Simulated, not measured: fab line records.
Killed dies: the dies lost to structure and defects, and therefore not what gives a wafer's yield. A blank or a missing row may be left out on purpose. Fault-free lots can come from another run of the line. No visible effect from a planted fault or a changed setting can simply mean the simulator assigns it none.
fab line records ; flow n5Finfet
record lots=5; wafers=15; lastDay=19
route steps=1938 shown HKMG_FIN@390 BEOL_M4@1111 PASSIVATION@1936
lots untouched by any fault: they come from a run of this same line in which no faults occurred
startH: start of the lot's first displayed wafer, in hours after the record's first day ; waitH: hours from the lot's prior step to this one ; " as in the row above ; L1.1+2: a single row standing in for several wafers ; - no value present, or no start provided ; * or withheld: withheld ; < > ~ a bound
route shown NAME@n: a module of which the file shows steps, and the number in the route of the first ; usual: mean/standard deviation of fault-free wafers ; same: alike in all rows ; chamber/n: place in a boat ; sites: per-site readings ; _std_site: their standard deviation ; _edge_site: outer sites' mean less inner sites' ; radiusMm: how far each site lies from the wafer's centre ; mask NAME#n: copy n ; behind: the last tool/chamber to shape the wafer ; hold: why the lot went on hold/how many hours it stayed there/how the hold came to an end ; device: names the non-switching transistor (n, p or np) ; end of line: at the end of the route, the tests of the same wafers ; a step with no rows: only its recipe ; killed: at the first sort, the dies lost to defects and structure; wafer yield is something else ; map: per-die view of a wafer (x killed, . not killed, _ where there is no die)
set.NAME: the setting as run; set.NAME@STEP: as run at that earlier step ; model.NAME: the simulator's own value behind a step, which no gauge read
lots seen at some steps along the route; tables by step, rows by wafer
services: a tool's chamber out of use, with start hour (startH, from the record's first day; less than 0 if before it), hours out, and reason
## steps
# step N5_HKMG_FIN_COAT_41
# recipe resist=SOC; tempC=250; timeS=60; spinRpm=1500; resistThkNm=300
# step N5_HKMG_FIN_COAT_42
# recipe resist=SiARC; tempC=220; timeS=60; spinRpm=1500; resistThkNm=35
# step N5_HKMG_FIN_COAT_43
# recipe resist=CAR-ArF; spinRpm=1500; resistThkNm=90
# step N5_HKMG_FIN_EBR_45
# recipe solvent=PGMEA; ebrWidthMm=1.5
# step N5_HKMG_FIN_SOFTBAKE_44
# recipe tempC=110; timeS=60; resist=CAR-ArF
# step N5_HKMG_FIN_EXPOSE_46
# recipe maskId=NDIPOLE; na=1.35; sourceShape=conventional; sigmaOuter=0.8; polarization=unpolarized; doseMj=40
# step N5_HKMG_FIN_PEB_47
# recipe pebTempC=withheld; pebTimeS=60; resist=CAR-ArF
# step N5_HKMG_FIN_DEVELOP_48
# recipe developTimeS=30; developer=TMAH; resist=CAR-ArF; rinseLiquid=diw; dry=airSpin; devTempC=23
# step N5_HKMG_FIN_CD_MEAS_49
# recipe targetCdNm=202; landingEnergyEv=500; detector=seInlens; polarity=opening
# usual cdNm=202.0/0.51
lot.wafer;tool;chamber;startH;waitH;cdNm
L744.1;cdSem-02;0;82.16;-;200.3
L744.4;cdSem-02;0;82.16;-;200.4
L744.6;cdSem-02;0;82.16;-;201.9
L749.1;cdSem-03;0;116.79;-;201.7
L749.2;cdSem-03;0;116.79;-;202.5
L749.4;cdSem-03;0;116.79;-;202.3
L758.1;cdSem-03;0;169.39;-;202.2
L758.5;cdSem-03;0;169.39;-;202.1
L758.6;cdSem-03;0;169.39;-;202.1
L764.1;cdSem-03;0;210.14;-;201.3
L764.2;cdSem-03;0;210.14;-;201.9
L764.3;cdSem-03;0;210.14;-;201.4
L765.2;cdSem-01;0;213.32;-;202.0
L765.4;cdSem-01;0;213.32;-;202.3
L765.5;cdSem-01;0;213.32;-;201.3
# step N5_HKMG_FIN_OVL_MEAS_50
# recipe pointsPerWafer=44
# usual NDIPOLE_OVL=-0.1/0.65
lot.wafer;tool;chamber;startH;waitH;NDIPOLE_OVL[nm]
L744.1;overlay-01;0;82.19;0.0;-0.5
L744.4;overlay-01;0;82.19;0.0;0.2
L744.6;overlay-01;0;82.19;0.0;0.9
L749.1;overlay-01;0;116.82;0.0;-0.2
L749.2;overlay-01;0;116.82;0.0;0.2
L749.4;overlay-01;0;116.82;0.0;-0.1
L758.1;overlay-02;0;169.42;0.0;1.0
L758.5;overlay-02;0;169.42;0.0;1.4
L758.6;overlay-02;0;169.42;0.0;-0.2
L764.1;overlay-02;0;210.17;0.0;-1.0
L764.2;overlay-02;0;210.17;0.0;-0.4
L764.3;overlay-02;0;210.17;0.0;-0.1
L765.2;overlay-02;0;213.35;0.0;-0.6
L765.4;overlay-02;0;213.35;0.0;-0.4
L765.5;overlay-02;0;213.35;0.0;0.8
# step N5_HKMG_FIN_INSPECT_61
# recipe mode=adi; inspectInstrument=macro
# usual rawDefectCount=2.2/1.4
lot.wafer;tool;chamber;startH;waitH;rawDefectCount
L744.1;defectInspect-02;-;82.22;0.0;0
L744.4;defectInspect-02;-;82.22;0.0;2
L744.6;defectInspect-02;-;82.22;0.0;5
L749.1;defectInspect-02;-;116.85;0.0;2
L749.2;defectInspect-02;-;116.85;0.0;2
L749.4;defectInspect-02;-;116.85;0.0;0
L758.1;defectInspect-02;-;169.45;0.0;1
L758.5;defectInspect-02;-;169.45;0.0;0
L758.6;defectInspect-02;-;169.45;0.0;0
L764.1;defectInspect-01;-;210.19;0.0;0
L764.2;defectInspect-01;-;210.19;0.0;2
L764.3;defectInspect-01;-;210.19;0.0;0
L765.2;defectInspect-01;-;213.37;0.0;3
L765.4;defectInspect-01;-;213.37;0.0;5
L765.5;defectInspect-01;-;213.37;0.0;8
# step N5_HKMG_FIN_DESCUM_53
# recipe chemistry=O2; timeS=7.9; sourcePowerW=50; biasPowerW=20; pressureMtorr=20; rfFrequencyHz=2.712e+07; tempC=40; resist=CAR-ArF; o2FlowSccm=225
# usual drypumpMotorCurrentA=5.5/0.39; o2FlowSccm=225.1/0.68; oesProductAu=0.81/0.085; rfVppV=243.9/1.2; showerheadPlenumPTorr=2.13/0.056; throttleValvePct=20.42/0.2
lot.wafer;tool;chamber;startH;waitH;drypumpMotorCurrentA;o2FlowSccm;oesProductAu;rfHoursCounterH;rfVppV;showerheadPlenumPTorr;throttleValvePct
L744.1;rieDiel-01;1;82.43;0.2;5.9;224.8;0.71;188;243.7;2.16;20.37
L744.4;rieDiel-01;3;82.43;0.2;5.7;225.4;0.96;7;243.7;2.06;20.21
L744.6;rieDiel-01;0;82.43;0.2;5.3;225.5;0.91;-;246.5;2.22;20.11
L749.1;rieDiel-04;1;116.88;0.0;5.4;224.5;0.95;11;243.1;2.06;20.34
L749.2;rieDiel-04;0;116.88;0.0;5.8;226.2;0.74;199;243.5;2.08;20.58
L749.4;rieDiel-04;3;116.88;0.0;5.6;224.6;0.89;32;242.4;2.14;20.42
L758.1;rieDiel-04;2;169.48;0.0;5.4;224.1;0.87;63;243.5;2.13;20.44
L758.5;rieDiel-04;3;169.48;0.0;5.7;225.9;0.87;-;243.9;2.13;20.42
L758.6;rieDiel-04;0;169.48;0.0;5.7;225.1;0.71;-;242.7;2.07;20.62
L764.1;rieDiel-01;2;210.23;0.0;6.1;225.1;0.86;62;246.8;2.22;20.28
L764.2;rieDiel-01;0;210.23;0.0;5.3;224.3;0.86;69;245.4;2.21;20.18
L764.3;rieDiel-01;1;210.23;0.0;5.9;224.8;0.68;231;244.3;2.14;20.44
L765.2;rieDiel-01;0;213.40;0.0;5.3;224.6;0.85;70;244.0;2.20;20.18
L765.4;rieDiel-01;3;213.40;0.0;5.6;225.4;0.86;53;242.2;2.04;20.29
L765.5;rieDiel-01;3;213.40;0.0;5.7;225.3;0.86;-;242.0;2.04;20.28
# step N5_HKMG_FIN_ETCH_54
# recipe chemistry=CF4; target=SiARC; targetDepthA=455; maskMaterial=CAR-ArF; timeS=75.8; ionEnergyEv=80; pressureMtorr=40; sourceW=545; biasW=36; Ar_flow_sccm=100; cf4FlowSccm=100; ends=cleared
# usual cf4FlowSccm=100.00/0.3; drypumpMotorCurrentA=5.5/0.39; etchRfOnTimeS=75.4/1; oesProductAu=0.69/0.071; rfVppV=184.7/1.1; showerheadPlenumPTorr=2.18/0.055; throttleValvePct=15.59/0.21
lot.wafer;tool;chamber;startH;waitH;cf4FlowSccm;drypumpMotorCurrentA;etchRfOnTimeS;oesProductAu;rfHoursCounterH;rfVppV;showerheadPlenumPTorr;throttleValvePct
L744.1;rieDiel-01;1;82.46;0.0;99.61;5.9;74.9;0.61;188;184.8;2.21;15.64
L744.4;rieDiel-01;3;82.46;0.0;99.45;5.7;74.9;0.82;7;182.7;2.10;15.32
L744.6;rieDiel-01;0;82.46;0.0;99.76;5.2;74.1;0.79;-;185.7;2.27;15.29
L749.1;rieDiel-04;1;116.91;0.0;100.13;5.4;73.8;0.81;11;183.7;2.11;15.44
L749.2;rieDiel-04;0;116.91;0.0;99.68;5.8;75.5;0.62;199;185.1;2.12;15.77
L749.4;rieDiel-04;3;116.91;0.0;99.91;5.6;74.4;0.76;32;185.5;2.18;15.52
L758.1;rieDiel-04;2;169.52;0.0;99.91;5.4;73.5;0.74;63;185.2;2.17;15.57
L758.5;rieDiel-04;3;169.52;0.0;100.23;5.6;74.1;0.73;-;185.2;2.17;15.54
L758.6;rieDiel-04;0;169.52;0.0;69.89;5.8;79.6;0.59;-;182.9;1.90;14.57
L764.1;rieDiel-01;2;210.26;0.0;99.30;6.1;75.2;0.73;62;185.1;2.25;15.37
L764.2;rieDiel-01;0;210.26;0.0;100.10;5.3;74.6;0.73;69;187.4;2.26;15.38
L764.3;rieDiel-01;1;210.26;0.0;100.38;5.9;76.0;0.58;231;184.8;2.20;15.71
L765.2;rieDiel-01;0;213.44;0.0;99.30;5.3;74.4;0.74;70;186.3;2.25;15.39
L765.4;rieDiel-01;3;213.44;0.0;100.13;5.7;75.0;0.74;53;184.6;2.09;15.43
L765.5;rieDiel-01;3;213.44;0.0;100.41;5.7;74.9;0.74;-;184.0;2.09;15.44
# step N5_HKMG_FIN_ETCH_55
# recipe chemistry=N2/H2; target=SOC; targetDepthA=2400; tempC=40; timeS=300; ionEnergyEv=200; maskMaterial=SiARC; pressureMtorr=30; sourceW=840; biasW=150; n2FlowSccm=200; h2FlowSccm=200
# usual drypumpMotorCurrentA=5.5/0.39; oesProductAu=0.81/0.084; rfVppV=525.2/2; showerheadPlenumPTorr=2.59/0.069; throttleValvePct=17.81/0.23
lot.wafer;tool;chamber;startH;waitH;drypumpMotorCurrentA;oesProductAu;rfHoursCounterH;rfVppV;showerheadPlenumPTorr;throttleValvePct
L744.1;rieDiel-01;1;82.52;0.0;5.9;0.71;188;526.6;2.63;17.89
L744.4;rieDiel-01;3;82.52;0.0;5.7;0.95;7;522.6;2.50;17.56
L744.6;rieDiel-01;0;82.52;0.0;5.3;0.92;-;528.7;2.70;17.54
L749.1;rieDiel-04;1;116.97;0.0;5.4;0.95;11;523.3;2.50;17.79
L749.2;rieDiel-04;0;116.97;0.0;5.8;0.72;199;522.8;2.52;17.86
L749.4;rieDiel-04;3;116.97;0.0;5.6;0.89;32;526.5;2.59;17.73
L758.1;rieDiel-04;2;169.57;0.0;5.5;0.87;64;524.9;2.58;17.85
L758.5;rieDiel-04;3;169.57;0.0;5.6;0.87;-;524.2;2.58;17.75
L758.6;rieDiel-04;0;169.57;0.0;5.7;0.70;-;523.4;2.51;17.89
L764.1;rieDiel-01;2;210.32;0.0;6.1;0.87;62;526.6;2.68;17.56
L764.2;rieDiel-01;0;210.32;0.0;5.3;0.87;69;526.8;2.68;17.61
L764.3;rieDiel-01;1;210.32;0.0;5.9;0.69;231;527.3;2.61;17.97
L765.2;rieDiel-01;0;213.50;0.0;5.3;0.87;70;526.2;2.68;17.61
L765.4;rieDiel-01;3;213.50;0.0;5.7;0.87;53;521.0;2.48;17.63
L765.5;rieDiel-01;3;213.50;0.0;5.7;0.87;-;521.7;2.48;17.65
# step N5_BEOL_M4_RC_MEAS_101
# usual DIBL_N=36.2/1.2; DIBL_P=36.3/1.3; IOFF_N=0.155/0.019; IOFF_P=0.210/0.029; ION_N=677/8.6; ION_P=465/6.8; SS_N=71.4/0.48; SS_P=73.2/0.53; VT_N=249.9/2.4; VT_P=-250/3.2
lot.wafer;tool;chamber;startH;waitH;DIBL_N[mV/V];DIBL_P[mV/V];IOFF_N[nA/um];IOFF_P[nA/um];ION_N[uA/um];ION_P[uA/um];SS_N[mV/dec];SS_P[mV/dec];VT_N[mV];VT_P[mV]
L744.1;prober-02;0;164.41;0.0;37.0;38.1;0.186;0.255;703;479;71.3;74.4;242.8;-246
L744.4;prober-02;0;164.41;0.0;36.0;36.2;0.160;0.230;678;470;71.3;73.4;245.2;-247
L744.6;prober-02;0;164.41;0.0;34.6;34.7;0.137;0.204;680;469;70.7;73.1;250.8;-249
L749.1;prober-01;0;232.84;0.0;36.4;37.0;0.159;0.197;686;463;71.4;73.9;250.7;-251
L749.2;prober-01;0;232.84;0.0;35.2;35.6;0.133;0.174;665;456;71.6;73.4;254.6;-254
L749.4;prober-01;0;232.84;0.0;35.6;36.2;0.152;0.194;684;465;70.9;73.7;253.3;-252
L758.1;prober-01;0;280.71;0.0;35.1;35.7;0.141;0.174;672;456;71.4;73.3;253.6;-255
L758.5;prober-01;0;280.71;0.0;34.8;34.8;0.125;0.171;658;455;71.3;73.1;253.4;-255
L758.6;prober-01;0;280.71;0.0;35.8;35.9;0.143;0.172;659;451;72.1;72.5;250.9;-257
L765.2;prober-02;0;322.93;0.2;35.8;33.9;0.136;0.171;666;457;71.1;72.9;251.7;-254
L765.4;prober-02;0;322.93;0.2;36.1;33.6;0.143;0.177;672;460;71.0;73.5;252.1;-252
L765.5;prober-02;0;322.93;0.2;34.6;32.5;0.121;0.152;661;452;70.6;72.2;253.8;-256
L764.1;prober-02;0;329.04;0.0;36.2;35.4;0.151;0.202;671;464;71.4;73.1;249.5;-252
L764.2;prober-02;0;329.04;0.0;35.7;35.3;0.148;0.196;665;455;71.2;72.5;251.8;-252
L764.3;prober-02;0;329.04;0.0;38.5;37.9;0.202;0.232;680;461;72.1;74.5;247.8;-252
# step N5_PASSIVATION_PROBE_49
# usual defectLimitedYield=91.2/1.4; killed_at_M0_to_M3=34/10; killed_at_M4_up=13/5.1; killedAtContacts=12/6.5; killedAtFrontEnd=41/11; killedAtOther=4/3.3; killedDies=104/16; killedOnRim=14/3.9; killedOpen=69/13; killedShort=33/7; sort_bin_5_function=5.1/0.91; sort_bin_6_memory=3.3/0.69; sortNPass=1076/16; sortYieldPct=91.2/1.4
# same grossDies=1180; killedAtBackSide=0; sort_bin_4_leakage[%]=0; sort_bin_8_speed[%]=0
lot.wafer;tool;chamber;startH;waitH;defectLimitedYield[%];killed_at_M0_to_M3;killed_at_M4_up;killedAtContacts;killedAtFrontEnd;killedAtOther;killedDies;killedOnRim;killedOpen;killedShort;sort_bin_5_function[%];sort_bin_6_memory[%];sortNPass;sortYieldPct[%]
L744.1;prober-01;-;274.30;0.0;89.1;65;11;9;42;2;129;19;89;40;6.1;4.5;1051;89.1
L744.4;prober-01;-;274.45;0.2;88.8;51;10;13;52;6;132;19;90;41;6.9;3.8;1048;88.8
L744.6;prober-01;-;274.55;0.3;89.9;58;7;20;33;1;119;14;75;44;5.8;3.9;1061;89.9
L749.1;prober-01;-;339.53;0.0;88.4;46;17;16;58;0;137;18;101;31;6.7;4.7;1043;88.4
L749.2;prober-01;-;339.58;0.1;89.6;37;21;17;46;2;123;17;93;30;6.5;3.8;1057;89.6
L749.4;prober-01;-;339.68;0.2;90.7;46;18;19;25;2;110;12;69;40;4.9;3.9;1070;90.7
L758.1;prober-02;-;376.53;0.0;92.6;29;11;19;24;4;87;9;63;24;3.4;3.9;1093;92.6
L758.5;prober-02;-;376.73;0.2;91.4;37;17;14;32;1;101;9;63;38;5.3;2.9;1079;91.4
L758.6;prober-02;-;376.78;0.3;94.1;17;14;14;22;3;70;11;48;22;3.4;2.2;1110;94.1
L764.1;prober-01;-;446.76;0.0;89.7;31;20;12;49;9;121;15;80;41;6.9;3.0;1059;89.7
L764.2;prober-01;-;446.81;0.1;89.7;42;20;24;32;3;121;15;81;40;6.1;3.7;1059;89.7
L764.3;prober-01;-;446.86;0.1;91.1;21;13;32;39;0;105;9;72;32;5.3;3.3;1075;91.1
# killed by level:class
L744.1 BEOL_M0_SAQP:geometricParticle:open=22 STI_FIN_REVEAL:geometricParticle:open=19 BEOL_M0_SAQP:geometricParticle:short=17 BEOL_M3:geometricParticle:open=11 MOL_CONTACT_COAG:geometricParticle:open=8 BEOL_M2:geometricParticle:open=8 FIN_SAQP:geometricParticle:short=5 FIN_SAQP:geometricParticle:open=4
L744.4 STI_FIN_REVEAL:geometricParticle:open=21 BEOL_M2:geometricParticle:open=16 BEOL_M0_SAQP:geometricParticle:short=13 MOL_CONTACT_COAG:geometricParticle:open=11 FIN_SAQP:geometricParticle:open=10 GATE_CUT:geometricParticle:short=8 BEOL_M0_SAQP:geometricParticle:open=7 BEOL_M1:geometricParticle:open=7
L744.6 BEOL_M2:geometricParticle:open=15 MOL_CONTACT_COAG:geometricParticle:open=12 BEOL_M0_SAQP:geometricParticle:short=12 BEOL_M0_SAQP:geometricParticle:open=9 STI_FIN_REVEAL:geometricParticle:open=8 BEOL_M3:geometricParticle:open=8 MOL_CONTACT_COAG:geometricParticle:short=8 BEOL_M2:geometricParticle:short=6
L749.1 FIN_SAQP:geometricParticle:open=25 BEOL_M2:geometricParticle:open=15 MOL_CONTACT_COAG:geometricParticle:open=14 STI_FIN_REVEAL:geometricParticle:open=11 BEOL_M0_SAQP:geometricParticle:short=10 BEOL_M4:geometricParticle:open=10 BEOL_M0_SAQP:geometricParticle:open=6 FIN_SAQP:geometricParticle:short=5
L749.2 MOL_CONTACT_COAG:geometricParticle:open=14 STI_FIN_REVEAL:geometricParticle:open=9 BEOL_M1:geometricParticle:open=9 FIN_SAQP:geometricParticle:open=8 DUMMY_GATE:geometricParticle:open=8 BEOL_M2:geometricParticle:open=8 FIN_SAQP:geometricParticle:short=7 BEOL_M3:geometricParticle:open=6
L749.4 MOL_CONTACT_COAG:geometricParticle:open=16 BEOL_M0_SAQP:geometricParticle:short=12 BEOL_M1:geometricParticle:open=9 BEOL_M2:geometricParticle:open=8 BEOL_M3:geometricParticle:open=7 FIN_SAQP:geometricParticle:short=5 BEOL_M0_SAQP:geometricParticle:open=5 BEOL_M4:geometricParticle:open=5
L758.1 MOL_CONTACT_COAG:geometricParticle:open=16 BEOL_M0_SAQP:geometricParticle:open=13 GATE_CUT:geometricParticle:short=5 BEOL_M0_SAQP:geometricParticle:short=5 BEOL_M2:geometricParticle:open=5 DUMMY_GATE:geometricParticle:open=4 STI_FIN_REVEAL:geometricParticle:open=3 GATE_CUT:geometricParticle:open=3
L758.5 MOL_CONTACT_COAG:geometricParticle:open=11 BEOL_M0_SAQP:geometricParticle:open=10 BEOL_M0_SAQP:geometricParticle:short=10 BEOL_M3:geometricParticle:open=8 BEOL_M4:geometricParticle:open=7 GATE_CUT:geometricParticle:short=6 STI_FIN_REVEAL:geometricParticle:open=5 BEOL_M2:geometricParticle:open=5
L758.6 MOL_CONTACT_COAG:geometricParticle:open=11 BEOL_M4:geometricParticle:open=8 BEOL_M3:geometricParticle:open=6 STI_FIN_REVEAL:geometricParticle:open=4 BEOL_M0_SAQP:geometricParticle:short=4 FIN_SAQP:geometricParticle:open=3 MOL_CONTACT_COAG:geometricParticle:short=3 BEOL_M0_SAQP:geometricParticle:open=3
L764.1 BEOL_M3:geometricParticle:open=13 BEOL_M4:geometricParticle:open=13 FIN_SAQP:geometricParticle:short=11 MOL_CONTACT_COAG:geometricParticle:open=11 STI_FIN_REVEAL:geometricParticle:open=8 FIN_SAQP:geometricParticle:open=6 BEOL_M1:geometricParticle:open=6 STI_FIN_REVEAL:geometricParticle:short=5
L764.2 MOL_CONTACT_COAG:geometricParticle:open=18 BEOL_M2:geometricParticle:short=12 BEOL_M4:geometricParticle:open=12 STI_FIN_REVEAL:geometricParticle:open=11 BEOL_M3:geometricParticle:open=11 FIN_SAQP:geometricParticle:open=6 MOL_CONTACT_COAG:geometricParticle:short=6 BEOL_M0:geometricParticle:open=6
L764.3 MOL_CONTACT_COAG:geometricParticle:open=26 FIN_SAQP:geometricParticle:short=11 FIN_SAQP:geometricParticle:open=10 BEOL_M3:geometricParticle:open=7 DUMMY_GATE:geometricParticle:open=6 MOL_CONTACT_COAG:geometricParticle:short=6 BEOL_M4:geometricParticle:open=6 STI_FIN_REVEAL:geometricParticle:open=4
## services
tool;chamber;startH;hours;kind
rieDiel-04;-;89.16;0.4;repair
rieDiel-01;1;136.85;10.3;repair
rieDiel-04;3;144.66;14.2;repair
rieDiel-01;0;183.85;7.7;repair
rieDiel-04;1;207.48;14.3;repair
rieDiel-04;-;209.64;0.6;repair
## key
firstSign step=N5_HKMG_FIN_ETCH_54; reading=cf4FlowSccm; direction=down; sigmas=99+; usual=100.00; struck=69.89
effect step=N5_HKMG_FIN_ETCH_54; reading=showerheadPlenumPTorr; direction=down; sigmas=5.1; usual=2.18; struck=1.90
metAt N5_HKMG_FIN_ETCH_54
struckWafers L758.6
onsetBetween 116.91 169.52
fault kind=processParameterDrift; tool=rieDiel-04; chamber=0; onsetH=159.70; steps=N5_HKMG_FIN_ETCH_54; channel=cf4FlowSccm; offset=-30; shape=step; endH=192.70; actsIn=theseRecipesOnly; stated=100
